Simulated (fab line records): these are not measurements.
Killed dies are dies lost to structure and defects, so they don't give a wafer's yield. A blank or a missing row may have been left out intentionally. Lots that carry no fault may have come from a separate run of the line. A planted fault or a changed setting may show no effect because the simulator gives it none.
Chamber matching || flow nand harc || 3 sister chambers for NHARC_P_CONTACT_DEP_30 on pecvd-04
The step deposits SiNx, target thk 30 nm. 16 wafers are shown with their chamber, then 8 later ones without.

== WAFERS WITH THEIR CHAMBER ==
{"wafer": "L083.1", "chamber": 0, "heater power w (W)": 784}
{"wafer": "L083.4", "chamber": 0, "heater power w (W)": 751}
{"wafer": "L083.6", "chamber": 1, "heater power w (W)": 800}
{"wafer": "L084.2", "chamber": 1, "heater power w (W)": 740}
{"wafer": "L084.3", "chamber": 0, "heater power w (W)": 751}
{"wafer": "L084.6", "chamber": 1, "heater power w (W)": 752}
{"wafer": "L085.2", "chamber": 1, "heater power w (W)": 813}
{"wafer": "L085.3", "chamber": 2, "heater power w (W)": 787}
{"wafer": "L085.4", "chamber": 1, "heater power w (W)": 812}
{"wafer": "L086.1", "chamber": 2, "heater power w (W)": 797}
{"wafer": "L086.4", "chamber": 2, "heater power w (W)": 800}
{"wafer": "L086.6", "chamber": 0, "heater power w (W)": 765}
{"wafer": "L092.1", "chamber": 0, "heater power w (W)": 756}
{"wafer": "L092.2", "chamber": 2, "heater power w (W)": 682}
{"wafer": "L092.5", "chamber": 2, "heater power w (W)": 695}
{"wafer": "L093.3", "chamber": 1, "heater power w (W)": 862}

SIGNATURES (means of the wafers above)
{"reading": "heater power w", "chamber 0": 761.40, "chamber 1": 796.50, "chamber 2": 752.20, "scatter within a chamber": 43.4}
Rule: for a wafer and a chamber, the distance is found by dividing, reading by reading, the gap between the wafer's reading and the chamber's mean by the reading's scatter, squaring, summing and taking the root. If the next closest chamber is less than 2 further off than the closest, the wafer can't be placed; otherwise it belongs to the closest. How the scatter is found: for the shown wafers, subtract from each reading the mean of its chamber, square and add these, divide the total by (wafers less chambers), then take the root.

== WAFERS WITHOUT THEIR CHAMBER ==
{"wafer": "L093.5", "heater power w (W)": 855}
{"wafer": "L093.6", "heater power w (W)": 745}
{"wafer": "L095.2", "heater power w (W)": 743}
{"wafer": "L095.5", "heater power w (W)": 759}
{"wafer": "L095.6", "heater power w (W)": 706}
{"wafer": "L096.1", "heater power w (W)": 862}
{"wafer": "L096.5", "heater power w (W)": 753}
{"wafer": "L096.6", "heater power w (W)": 871}

== WHICH CHAMBER EACH ONE RAN IN ==
{"wafer": "L093.5", "from the rows above": "can't be placed: 1 or 0 or 2", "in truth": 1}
{"wafer": "L093.6", "from the rows above": "can't be placed: 2 or 0 or 1", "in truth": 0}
{"wafer": "L095.2", "from the rows above": "can't be placed: 2 or 0 or 1", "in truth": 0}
{"wafer": "L095.5", "from the rows above": "can't be placed: 0 or 2 or 1", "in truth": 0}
{"wafer": "L095.6", "from the rows above": "can't be placed: 2 or 0 or 1", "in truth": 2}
{"wafer": "L096.1", "from the rows above": "can't be placed: 1 or 0 or 2", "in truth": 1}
{"wafer": "L096.5", "from the rows above": "can't be placed: 2 or 0 or 1", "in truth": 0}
{"wafer": "L096.6", "from the rows above": "can't be placed: 1 or 0 or 2", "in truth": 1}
0 of 8 placed correctly. Can't be placed from these rows: 8 (the true chamber is among the candidates in 8). Number placed wrongly: 0.
